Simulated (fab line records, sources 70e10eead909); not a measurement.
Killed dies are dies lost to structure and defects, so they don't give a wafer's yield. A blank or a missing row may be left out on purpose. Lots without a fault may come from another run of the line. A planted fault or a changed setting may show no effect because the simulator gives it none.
Chamber matching | flow nand_harc | NHARC_A_M1_DESCUM_14 on rie_diel-02: 4 sister chambers
The step chemistry O2, time 3 s. 4 wafers are shown with their chamber, then 7 later ones without.

WAFERS WITH THEIR CHAMBER
wafer  | chamber | showerhead_plenum_p_Torr (Torr)
L660.1 | 0       | 2.06
L669.3 | 1       | 1.80
L677.2 | 3       | 1.91
L677.3 | 2       | 1.86

WAFERS WITHOUT THEIR CHAMBER
wafer  | showerhead_plenum_p_Torr (Torr)
L677.6 | 1.80
L676.1 | 2.05
L676.3 | 1.91
L676.4 | 1.80
L678.3 | 1.91
L678.4 | 2.05
L678.6 | 2.05

WHICH CHAMBER EACH WENT THROUGH
wafer  | from the rows above | in truth
L677.6 | 1                   | 1
L676.1 | 0                   | 0
L676.3 | 3                   | 3
L676.4 | 1                   | 1
L678.3 | 3                   | 3
L678.4 | 0                   | 0
L678.6 | 0                   | 0
Placed correctly: 7 of 7. Can't be placed from these rows: 0. Placed wrongly: 0.
How it was worked out, from the rows above alone: a wafer's distance from a chamber is the root of the sum, over the readings, of the square of ((its reading less the chamber's mean) divided by the reading's scatter). The wafer belongs to the nearest chamber; if the next one is less than 2 further off, it can't be placed. A chamber's mean is the mean of its shown wafers. The scatter: with one shown wafer a chamber, the root of the mean of the squares of how far each hidden wafer lies from its nearest shown one.
